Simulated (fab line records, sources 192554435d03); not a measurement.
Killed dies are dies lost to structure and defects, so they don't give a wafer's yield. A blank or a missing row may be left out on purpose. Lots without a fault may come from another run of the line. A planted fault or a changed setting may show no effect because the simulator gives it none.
A struck lot beside a sound one | flow n5_finfet | 19 steps out of a route of 1938
Sound: wafers L291.1, L291.3, L291.5. Struck: wafers L306.2, L306.3, L306.6. The cause comes at the end.
At each step with rows: each side's tool, then ch and its chambers, then its first start. Under that, the readings that differ: sound wafers | struck wafers | difference of the means | sigmas: that difference in standard deviations of wafers without a fault.
alike: readings whose means differ by less than 2 such deviations, and words and numbers that are the same on both sides. not compared: withheld readings, readings that some wafer has no value for, bounds like >300 that may hide the same value, and numbers for which the record gives no deviation and whose values overlap.
The two part at a step that has a row with sigmas, a row that says differs or no value, or rows on one side only. Numbers that don't overlap but have no deviation are shown without sigmas and don't part them. A reading that every wafer of one side lacks parts them only if that side has two wafers or more.

first, 9 steps without rows for these wafers: N5_BEOL_M13_DESCUM_15 (chemistry O2, time 7.9 s); N5_BEOL_M13_ETCH_59 (etches BARC in N2/H2, target depth 89 nm, overetch 26.7 nm, time 67.9 s); N5_BEOL_M13_VIA_ETCH_16 (etches SiOC in C4F8/O2/Ar, target depth 921.7 nm); N5_BEOL_M13_STRIP_63 (strips in N2/H2); N5_BEOL_M13_STRIP_64 (strips in N2/H2); N5_BEOL_M13_STRIP_71 (strips in post etch residue remover, time 60 s); N5_BEOL_M13_SRD_72 (time 30 s, dry time 30 s); N5_BEOL_M13_COAT_65 (time 60 s, resist thk 350 nm); N5_BEOL_M13_COAT_66 (time 60 s, resist thk 110 nm).
N5_BEOL_M13_COAT_22: resist thk 300 nm.
  sound on litho_track-04 ch 0, day 11 11:41; struck on litho_track-04 ch 0, day 15 02:23
  reading                                    | sound                | struck               | difference | sigmas
  spin_speed_rpm (rpm)                       | 2887.1 2888.8 2885.9 | 2998.3 3000.2 2999.0 | +111.9     | +47
  model.coat_of_BEOL_M13_COAT_22.thk_nm (nm) | 301.2 301.4 301      | 293.6 294.6 294      | -7.1       |
  alike: exhaust_pa
then, 7 steps without rows for these wafers: N5_BEOL_M13_EBR_24; N5_BEOL_M13_SOFTBAKE_23 (time 60 s); N5_BEOL_M13_EXPOSE_25 (exposes mask M13, target cd 210 nm); N5_BEOL_M13_PEB_26 (peb time 90 s); N5_BEOL_M13_DEVELOP_27 (develop time 45 s); N5_BEOL_M13_HARDBAKE_32 (time 120 s); N5_BEOL_M13_DESCUM_33 (chemistry O2, time 7.9 s).
N5_BEOL_M13_ETCH_67: etches SiARC in CF4, target depth 143 nm, time 238.3 s.
  sound on rie_diel-03 ch 0,1,3, day 11 12:06; struck on rie_diel-03 ch 1,2, day 15 03:02
  reading                                    | sound             | struck          | difference | sigmas
  model.coat_of_BEOL_M13_COAT_22.thk_nm (nm) | 212.6 212.6 212.4 | 204.8 206 205.4 | -7.1       |
  alike: drypump_motor_current_A, etch_rf_on_time_s, oes_product_au, rf_vpp_V, showerhead_plenum_p_Torr, throttle_valve_pct
  not compared: rf_hours_counter_h
then, 1 step without rows for these wafers: N5_BEOL_M13_ETCH_68 (etches SOC in N2/H2, time 355 s).

WHERE THEY PART
Only at N5_BEOL_M13_COAT_22, within this record. Later steps at which nothing parts them and some readings are alike: N5_BEOL_M13_ETCH_67.

WHY: what the simulator had put in
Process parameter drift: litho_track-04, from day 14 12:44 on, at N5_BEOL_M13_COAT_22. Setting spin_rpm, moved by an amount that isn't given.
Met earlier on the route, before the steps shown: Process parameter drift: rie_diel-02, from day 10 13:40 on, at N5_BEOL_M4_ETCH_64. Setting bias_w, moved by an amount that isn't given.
